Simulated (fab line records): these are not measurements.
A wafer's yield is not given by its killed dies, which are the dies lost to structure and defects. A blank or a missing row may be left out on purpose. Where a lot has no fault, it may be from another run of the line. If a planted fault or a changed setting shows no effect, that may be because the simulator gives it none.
Chamber matching :: flow nand_harc :: 4 sister chambers for NHARC_A_STAIRCASE_ALD_415 on ald_hk-02
The step deposits SiO2, target thk 30 nm, pulse time 6 s, ald cycles 300. 4 wafers are shown with their chamber, then 8 later ones without.

## EACH WAFER AND ITS CHAMBER
wafer: L085.1
chamber: 0
heater_power_w (W): 600

wafer: L085.6
chamber: 3
heater_power_w (W): 436

wafer: L090.2
chamber: 1
heater_power_w (W): 496

wafer: L093.1
chamber: 2
heater_power_w (W): 390

## WAFERS WITHOUT THEIR CHAMBER
wafer: L093.2
heater_power_w (W): 570

wafer: L093.4
heater_power_w (W): 499

wafer: L096.2
heater_power_w (W): 441

wafer: L096.3
heater_power_w (W): 399

wafer: L096.5
heater_power_w (W): 402

wafer: L097.3
heater_power_w (W): 520

wafer: L097.5
heater_power_w (W): 491

wafer: L097.6
heater_power_w (W): 567

## WHICH CHAMBER EACH WENT THROUGH
wafer: L093.2
from the rows above: 0
in truth: 0

wafer: L093.4
from the rows above: 1
in truth: 1

wafer: L096.2
from the rows above: 3
in truth: 3

wafer: L096.3
from the rows above: can't be placed: 2 or 3
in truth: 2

wafer: L096.5
from the rows above: can't be placed: 2 or 3
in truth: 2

wafer: L097.3
from the rows above: 1
in truth: 1

wafer: L097.5
from the rows above: 1
in truth: 1

wafer: L097.6
from the rows above: 0
in truth: 0
Correct placement for 6 of the 8. Unplaceable from these rows: 2, with the true chamber sitting among the candidates in 2. 0 placed wrongly.
How it was worked out, from the rows above alone: a wafer's distance from a chamber is the root of the sum, over the readings, of the square of ((its reading less the chamber's mean) divided by the reading's scatter). The wafer belongs to the nearest chamber; if the next one is less than 2 further off, it can't be placed. The mean given for a chamber averages the wafers shown for that chamber. The scatter: with one shown wafer a chamber, the root of the mean of the squares of how far each hidden wafer lies from its nearest shown one.
